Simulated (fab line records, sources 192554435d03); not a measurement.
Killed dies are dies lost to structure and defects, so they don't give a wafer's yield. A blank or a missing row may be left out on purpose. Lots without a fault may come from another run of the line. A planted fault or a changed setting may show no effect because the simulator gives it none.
fab line records | flow n5_finfet
record lots=11 wafers=32 last_day=17
route steps=1938 shown BEOL_M4@1084 BEOL_M15@1817 MIM_BOT@1832 TV_OPEN@1887 PASSIVATION@1936
lots that met no fault: from a run of the same line without faults
start_h: hours from the record's first day to the start of the lot's first wafer shown | wait_h: hours since the lot's step before | " the same as in the row above | L1.1+2: a row that stands for several wafers | - no value, or no start given | * or withheld: withheld | < > ~ a bound
route shown NAME@n: a module of which the file shows steps, and the number in the route of the first | usual: mean/standard deviation of fault-free wafers | same: alike in all rows | chamber/n: place in a boat | sites: the reading at each site | _std_site: their standard deviation | _edge_site: outer sites' mean less inner sites' | radius_mm: how far each site lies from the wafer's centre | mask NAME#n: copy n | behind: the tool/chamber that last shaped the wafer | hold: why the lot was held/for how many hours/how that ended | device: the transistor (n, p or np) that didn't switch | end of line: the same wafers' tests at the end of the route | a step without rows: its recipe alone | killed: dies lost to structure and defects at the first sort, not the wafer's yield | map: a wafer's dies, x killed, . not, _ none there
set.NAME: the setting as run; set.NAME@STEP: as run at that earlier step | model.NAME: the simulator's own value behind a step, which no gauge read
steps of the route over a sample of lots; a table a step, a row a wafer
services: from which hour (start_h, from the record's first day; less than 0 if before it) a tool's chamber was out of use, for how many hours, and why
## steps
# step N5_BEOL_M4_SPUTTER_48
# recipe material=Cu target_thk_a=45 temp_c=-20 chamber_pressure_pa=0.07 power_w=withheld time_s=8.29
# usual chuck_sensor_temp_C=-16.2/0.53 substrate_temp_c=-20.01/0.12 throttle_valve_pct=30.3/0.95
# columns lot.wafer tool chamber start_h wait_h chuck_sensor_temp_C substrate_temp_c throttle_valve_pct
L874.3 pvd_sputter-02 - 155.69 0.1 -16.9 -20.03 29.6
L874.4 " - " " -16.4 -19.94 31.1
L874.5 " - " " -15.6 -19.98 31.5
L875.2 pvd_sputter-01 - 162.79 0.1 -15.8 -20.05 29.1
L875.4 " - " " -16.7 -19.86 31.1
L875.6 " - " " -16.9 -20.09 31.4
L877.1 pvd_sputter-01 - 172.09 0.1 -16.7 -19.80 31.3
L877.2 " - " " -16.6 -19.88 30.8
L877.5 " - " " -16.6 -19.80 31.5
L876.2 pvd_sputter-02 - 174.79 0.1 -16.4 -19.80 30.8
L876.5 " - " " -16.4 -19.87 31.1
L876.6 " - " " -15.8 -20.07 30.6
L878.1 pvd_sputter-01 - 176.63 1.6 -16.5 -19.91 31.5
L878.2 " - " " -15.9 -19.89 28.9
L878.6 " - " " -16.8 -20.01 31.1
L880.1 pvd_sputter-02 - 183.52 0.2 -16.5 -19.93 30.9
L880.3 " - " " -15.6 -19.98 31.2
L880.5 " - " " -15.7 -20.08 31.4
L879.4 pvd_sputter-03 - 193.74 0.1 -16.7 -20.07 28.3
L879.5 " - " " -16.8 -19.95 28.3
L882.1 pvd_sputter-03 - 206.63 0.2 -16.6 -20.08 28.6
L882.2 " - " " -15.3 -19.80 29.6
L882.6 " - " " -16.0 -19.81 30.5
L887.1 pvd_sputter-03 - 240.11 0.1 -16.2 -19.88 30.0
L887.4 " - " " -15.6 -20.14 30.4
L887.6 " - " " -16.7 -20.04 28.5
L890.2 pvd_sputter-01 - 257.94 0.1 -15.5 -20.28 29.3
L890.5 " - " " -15.6 -20.20 29.3
L890.6 " - " " -15.8 -20.00 29.2
L897.1 pvd_sputter-02 - 301.67 1.6 -15.8 -19.92 30.4
L897.2 " - " " -17.0 -20.02 29.6
L897.6 " - " " -16.4 -20.09 31.0
# step N5_BEOL_M15_DEGAS_41
# recipe ambient=vacuum temp_c=300 time_s=60
# usual heater_power_w=452/35
# columns lot.wafer tool chamber start_h wait_h heater_power_w
L874.3 pvd_sputter-01 - 239.99 0.4 527
L874.4 " - " " 453
L874.5 " - " " 456
L875.2 pvd_sputter-02 - 254.76 0.2 436
L875.4 " - " " 474
L875.6 " - " " 407
L877.1 pvd_sputter-03 - 254.94 0.3 453
L877.2 " - " " 440
L877.5 " - " " 450
L878.1 pvd_sputter-03 - 266.60 0.3 453
L878.2 " - " " 448
L878.6 " - " " 420
L876.2 pvd_sputter-03 - 268.96 2.3 446
L876.5 " - " " 462
L876.6 " - " " 425
L880.1 pvd_sputter-02 - 276.37 0.4 427
L880.3 " - " " 487
L880.5 " - " " 475
L879.4 pvd_sputter-01 - 279.39 0.3 428
L879.5 " - " " 450
L882.1 pvd_sputter-02 - 298.99 0.4 501
L882.2 " - " " 479
L882.6 " - " " 393
L887.1 pvd_sputter-02 - 327.20 0.3 439
L887.4 " - " " 479
L887.6 " - " " 407
L890.2 pvd_sputter-02 - 349.37 0.5 480
L890.5 " - " " 492
L890.6 " - " " 436
L897.1 pvd_sputter-02 - 389.55 0.0 477
L897.2 " - " " 399
L897.6 " - " " 469
# step N5_MIM_BOT_DEGAS_01
# recipe ambient=vacuum temp_c=300 time_s=60
# usual heater_power_w=464/43
# columns lot.wafer tool chamber start_h wait_h heater_power_w
L874.3 pvd_sputter-02 - 244.31 1.6 473
L874.4 " - " " 404
L874.5 " - " " 473
L875.2 pvd_sputter-03 - 257.54 0.4 464
L875.4 " - " " 456
L875.6 " - " " 402
L877.1 pvd_sputter-01 - 257.66 0.4 517
L877.2 " - " " 495
L877.5 " - " " 537
L878.1 pvd_sputter-02 - 269.61 0.7 477
L878.2 " - " " 392
L878.6 " - " " 436
L876.2 pvd_sputter-03 - 272.62 1.0 442
L876.5 " - " " 457
L876.6 " - " " 392
L880.1 pvd_sputter-01 - 279.27 0.4 505
L880.3 " - " " 433
L880.5 " - " " 430
L879.4 pvd_sputter-03 - 282.04 0.3 426
L879.5 " - " " 388
L882.1 pvd_sputter-01 - 302.56 0.9 418
L882.2 " - " " 524
L882.6 " - " " 441
L887.1 pvd_sputter-01 - 331.21 1.7 528
L887.4 " - " " 541
L887.6 " - " " 448
L890.2 pvd_sputter-02 - 353.01 1.2 481
L890.5 " - " " 489
L890.6 " - " " 437
L897.1 pvd_sputter-01 - 392.21 0.3 422
L897.2 " - " " 435
L897.6 " - " " 510
# step N5_PASSIVATION_PASS_ETCH_74
# recipe chemistry=CF4/O2 target=SiNx target_depth_a=2200 time_s=110 ion_energy_ev=100 pressure_mtorr=40 source_w=535 bias_w=49 Ar_flow_sccm=100 cf4_flow_sccm=100 O2_flow_sccm=10
# usual cf4_flow_sccm=100.0/0.32 drypump_motor_current_A=5.90/0.27 oes_product_au=0.79/0.09 rf_vpp_V=239/9.1 showerhead_plenum_p_Torr=2.20/0.055 throttle_valve_pct=15.95/0.23
# columns lot.wafer tool chamber start_h wait_h cf4_flow_sccm drypump_motor_current_A oes_product_au rf_hours_counter_h rf_vpp_V showerhead_plenum_p_Torr throttle_valve_pct
L874.3 rie_diel-02 1 254.18 0.0 100.0 5.97 0.82 86 247 2.31 15.77
L874.4 " 3 " " 100.7 6.14 0.89 33 225 2.17 15.75
L874.5 " 0 " " 100.2 5.51 0.86 - 249 2.17 15.85
L875.2 rie_diel-06 1 261.55 0.0 99.7 6.50 0.81 79 251 2.25 15.79
L875.4 " 2 " " 100.6 6.04 0.71 222 237 2.15 16.03
L875.6 " 3 " " 100.4 5.78 0.68 - 235 2.19 16.44
L877.1 rie_diel-02 0 261.59 0.0 99.6 5.52 0.86 43 248 2.17 15.86
L877.2 " 1 " " 99.8 5.99 0.81 89 250 2.31 15.77
L877.5 " 1 " " 99.8 5.99 0.82 - 248 2.31 15.78
L878.1 rie_diel-03 2 275.09 0.0 100.0 6.03 0.80 115 223 2.23 16.09
L878.2 " 0 " " 100.2 5.71 0.75 190 242 2.12 16.16
L878.6 " 0 " " 100.2 5.69 0.75 - 240 2.12 16.16
L876.2 rie_diel-06 1 276.29 0.0 99.6 6.49 0.82 83 252 2.25 15.79
L876.5 " 3 " " 99.8 5.78 0.66 - 236 2.19 16.45
L876.6 " 2 " " 100.3 6.02 0.70 - 236 2.15 16.03
L880.1 rie_diel-06 0 284.89 0.0 99.8 5.79 0.72 204 240 2.27 16.10
L880.3 " 1 " " 100.2 6.48 0.79 85 252 2.25 15.79
L880.5 " 3 " " 100.0 5.78 0.66 - 237 2.19 16.44
L879.4 rie_diel-02 3 288.03 0.0 100.0 6.15 0.87 44 225 2.17 15.79
L879.5 " 1 " " 100.1 5.96 0.81 - 247 2.31 15.80
L882.1 rie_diel-03 3 306.50 0.0 99.8 5.84 0.93 5 236 2.25 15.47
L882.2 " 0 " " 100.1 5.72 0.74 200 242 2.11 16.19
L882.6 " 1 " " 101.0 5.49 0.67 - 249 2.16 16.39
L887.1 rie_diel-03 2 338.06 0.0 100.1 6.04 0.78 135 222 2.22 16.13
L887.4 " 0 " " 100.0 5.71 0.73 - 241 2.11 16.19
L887.6 " 3 " " 100.0 5.82 0.91 - 235 2.24 15.51
L890.2 rie_diel-06 0 360.75 0.0 99.8 5.80 0.68 230 240 2.26 16.13
L890.5 " 3 " " 99.8 5.78 0.94 - 237 2.19 16.01
L890.6 " 1 " " 99.5 6.49 0.77 - 250 2.24 15.83
L897.1 rie_diel-06 1 397.82 0.0 100.4 6.47 0.76 123 250 2.24 15.85
L897.2 " 2 " " 99.9 6.02 1.00 9 236 2.14 15.57
L897.6 " 1 " " 100.6 6.47 0.77 - 252 2.24 15.86
# step N5_PASSIVATION_PROBE_49
# usual defect_limited_yield=91.1/1.5 killed_at_M0_to_M3=35/11 killed_at_M4_up=13/5.7 killed_at_contacts=12/5.7 killed_at_front_end=40/11 killed_at_other=4/4.4 killed_dies=105/18 killed_open=68/14 killed_short=34/7.4 sort_bin_4_leakage=0.00/0.011 sort_bin_5_function=5.2/1 sort_bin_6_memory=3.3/0.67 sort_bin_8_speed=0.04/0.29 sort_n_pass=1074/18 sort_yield_pct=91.0/1.5
# same gross_dies=1180 killed_at_back_side=0
# columns lot.wafer tool chamber start_h wait_h defect_limited_yield[%] killed_at_M0_to_M3 killed_at_M4_up killed_at_contacts killed_at_front_end killed_at_other killed_dies killed_open killed_short sort_bin_4_leakage[%] sort_bin_5_function[%] sort_bin_6_memory[%] sort_bin_8_speed[%] sort_n_pass sort_yield_pct[%]
L882.1 prober-02 - 312.66 0.0 80.1 36 108 10 40 41 235 63 25 0 13.6 5.4 0 945 80.1
L882.2 prober-02 - 312.71 0.1 83.7 39 92 12 45 4 192 57 48 0 10.3 4.5 0 988 83.7
L882.6 prober-02 - 312.91 0.3 83.0 28 98 12 62 1 201 79 29 0.08 10.9 4.8 0 978 82.9
L887.1 prober-02 - 345.86 0.3 84.0 18 90 27 51 3 189 84 31 0 10.3 4.1 0 991 84.0
L887.4 prober-02 - 346.01 0.5 87.4 19 82 9 35 4 149 56 21 0 7.5 3.6 0 1031 87.4
L887.6 prober-02 - 346.11 0.6 81.1 40 131 19 32 1 223 77 40 0 11.5 5.9 0 957 81.1
# killed by level:class
L882.1 BEOL_M4:unspecified=99 PASSIVATION:area_etch=41 STI_FIN_REVEAL:geometric_particle:open=11 MOL_CONTACT_COAG:geometric_particle:open=8 BEOL_M0_SAQP:geometric_particle:open=8 BEOL_M1:geometric_particle:open=8 BEOL_M0_SAQP:geometric_particle:short=7 GATE_CUT:geometric_particle:open=6
L882.2 BEOL_M4:unspecified=87 FIN_SAQP:geometric_particle:short=14 MOL_CONTACT_COAG:geometric_particle:open=11 DUMMY_GATE:geometric_particle:open=8 FIN_SAQP:geometric_particle:open=7 BEOL_M0_SAQP:geometric_particle:short=7 BEOL_M1:geometric_particle:open=7 BEOL_M1:geometric_particle:short=5
L882.6 BEOL_M4:unspecified=83 DUMMY_GATE:geometric_particle:open=22 MOL_CONTACT_COAG:geometric_particle:open=10 BEOL_M2:geometric_particle:open=10 BEOL_M4:geometric_particle:open=9 FIN_CUT:area_etch=9 BEOL_M0_SAQP:geometric_particle:open=8 FIN_SAQP:geometric_particle:short=6
L887.1 BEOL_M4:unspecified=73 STI_FIN_REVEAL:geometric_particle:open=23 MOL_CONTACT_COAG:geometric_particle:open=20 BEOL_M4:geometric_particle:open=9 MOL_CONTACT_COAG:geometric_particle:short=7 STI_FIN_REVEAL:geometric_particle:short=5 GATE_CUT:geometric_particle:open=5 BEOL_M0_SAQP:geometric_particle:open=4
L887.4 BEOL_M4:unspecified=68 BEOL_M4:geometric_particle:open=8 MOL_CONTACT_COAG:geometric_particle:open=7 STI_FIN_REVEAL:geometric_particle:open=6 FIN_SAQP:geometric_particle:short=4 GATE_CUT:geometric_particle:short=4 BEOL_M0_SAQP:geometric_particle:short=4 BEOL_M0_SAQP:geometric_particle:open=4
L887.6 BEOL_M4:unspecified=104 MOL_CONTACT_COAG:geometric_particle:open=14 BEOL_M0_SAQP:geometric_particle:short=14 STI_FIN_REVEAL:geometric_particle:open=12 BEOL_M4:geometric_particle:open=11 BEOL_M0_SAQP:geometric_particle:open=8 BEOL_M2:geometric_particle:open=6 MOL_CONTACT_COAG:geometric_particle:short=5
## services
# columns tool chamber start_h hours kind
pvd_sputter-01 - 144.28 0.7 repair
pvd_sputter-02 - 177.09 4.0 repair
rie_diel-03 - 220.73 0.9 repair
rie_diel-02 3 229.20 1.3 repair
rie_diel-03 0 237.94 16.9 repair
rie_diel-03 3 265.27 - clean
rie_diel-03 3 265.27 - consumable_replace:esc
rie_diel-03 3 265.27 - consumable_replace:focus_ring
rie_diel-03 3 265.27 20.3 scheduled_down
rie_diel-03 3 265.27 20.3 vent_cycle
rie_diel-06 3 300.38 - clean
rie_diel-06 3 300.38 - consumable_replace:focus_ring
rie_diel-06 3 300.38 24.3 scheduled_down
rie_diel-06 3 300.38 24.3 vent_cycle
rie_diel-03 1 324.62 - clean
rie_diel-03 1 324.62 - consumable_replace:focus_ring
rie_diel-02 2 343.65 3.2 repair
rie_diel-06 2 347.95 - clean
rie_diel-06 2 347.95 - consumable_replace:focus_ring
rie_diel-06 2 347.95 19.7 scheduled_down
rie_diel-06 2 347.95 19.7 vent_cycle
pvd_sputter-03 - 366.40 10.0 repair
rie_diel-03 1 367.60 2.7 repair
rie_diel-02 0 372.38 12.3 repair
## key
first_sign step=N5_PASSIVATION_PROBE_49 reading=killed_at_M4_up direction=up sigmas=15 usual=13 struck=100
effect step=N5_PASSIVATION_PROBE_49 reading=defect_limited_yield direction=down sigmas=5.3 usual=91.1 struck=83.2
more_kills_born_at N5_BEOL_M4_SPUTTER_48@pvd_sputter-03=514
met_at N5_BEOL_M4_SPUTTER_48
struck_lots L882,L887
baseline_loss step=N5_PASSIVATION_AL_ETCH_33 wafers=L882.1
not_acting_at N5_BEOL_M15_DEGAS_41,N5_MIM_BOT_DEGAS_01,N5_PASSIVATION_PASS_ETCH_74
onset_between 193.74 206.63
fault kind=chamber_particle_source tool=pvd_sputter-03 chamber=- onset_h=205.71 steps=N5_BEOL_M4_SPUTTER_48 rate_per_visit_cm2=0.42769 end_h=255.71
# baseline_loss: these wafers lose ten dies or more at that step, a loss of the line's own and not of a fault; the sort's usual values leave them out
